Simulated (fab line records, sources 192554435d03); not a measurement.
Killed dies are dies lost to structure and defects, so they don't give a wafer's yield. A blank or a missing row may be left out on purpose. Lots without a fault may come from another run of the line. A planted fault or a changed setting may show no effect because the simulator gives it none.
Chamber matching | flow n5_finfet | N5_BEOL_M13_DESCUM_15 on rie_diel-05: 4 sister chambers
The step chemistry O2, time 7.9 s. 16 wafers are shown with their chamber, then 8 later ones without.

WAFERS WITH THEIR CHAMBER
wafer  | chamber | showerhead_plenum_p_Torr (Torr) | drypump_motor_current_A (A) | throttle_valve_pct (%)
L077.1 | 0       | 2.15                            | 5.0                         | 20.73
L077.2 | 2       | 2.00                            | 5.7                         | 20.75
L077.4 | 1       | 2.09                            | 6.2                         | 20.45
L078.1 | 1       | 2.09                            | 6.2                         | 20.46
L078.2 | 2       | 2.00                            | 5.7                         | 20.75
L078.4 | 3       | 1.99                            | 5.3                         | 20.38
L079.1 | 2       | 2.00                            | 5.7                         | 20.75
L079.4 | 0       | 2.14                            | 4.9                         | 20.74
L079.6 | 1       | 2.09                            | 6.2                         | 20.48
L083.2 | 0       | 2.14                            | 5.0                         | 20.75
L083.5 | 1       | 2.09                            | 6.2                         | 20.50
L083.6 | 0       | 2.14                            | 5.0                         | 20.75
L087.1 | 3       | 1.98                            | 5.4                         | 20.41
L087.2 | 0       | 2.14                            | 4.9                         | 20.75
L087.5 | 1       | 2.09                            | 6.2                         | 20.49
L090.1 | 1       | 2.08                            | 6.2                         | 20.51

SIGNATURES (means of the wafers above)
reading                  | chamber 0 | chamber 1 | chamber 2 | chamber 3 | scatter within a chamber
showerhead_plenum_p_Torr | 2.1420    | 2.0883    | 2.0000    | 1.9850    | 0.00422
drypump_motor_current_A  | 4.960     | 6.200     | 5.700     | 5.350     | 0.0376
throttle_valve_pct       | 20.7440   | 20.4817   | 20.7500   | 20.3950   | 0.017
Rule: a wafer's distance from a chamber is the root of the sum, over the readings, of the square of ((its reading less the chamber's mean) divided by the reading's scatter). The wafer belongs to the nearest chamber; if the next one is less than 2 further off, it can't be placed. The scatter: the root of (the sum of the squares of (reading less its chamber's mean) over the shown wafers, divided by (wafers less chambers)).

WAFERS WITHOUT THEIR CHAMBER
wafer  | showerhead_plenum_p_Torr (Torr) | drypump_motor_current_A (A) | throttle_valve_pct (%)
L090.5 | 2.09                            | 6.2                         | 20.49
L090.6 | 2.14                            | 5.0                         | 20.77
L092.2 | 1.99                            | 5.6                         | 20.79
L092.4 | 2.08                            | 6.2                         | 20.50
L092.5 | 1.98                            | 5.3                         | 20.43
L094.4 | 2.08                            | 6.2                         | 20.51
L094.5 | 2.13                            | 4.9                         | 20.79
L094.6 | 1.98                            | 5.4                         | 20.43

WHICH CHAMBER EACH WENT THROUGH
wafer  | from the rows above | in truth
L090.5 | 1                   | 1
L090.6 | 0                   | 0
L092.2 | 2                   | 2
L092.4 | 1                   | 1
L092.5 | 3                   | 3
L094.4 | 1                   | 1
L094.5 | 0                   | 0
L094.6 | 3                   | 3
Placed correctly: 8 of 8. Can't be placed from these rows: 0. Placed wrongly: 0.
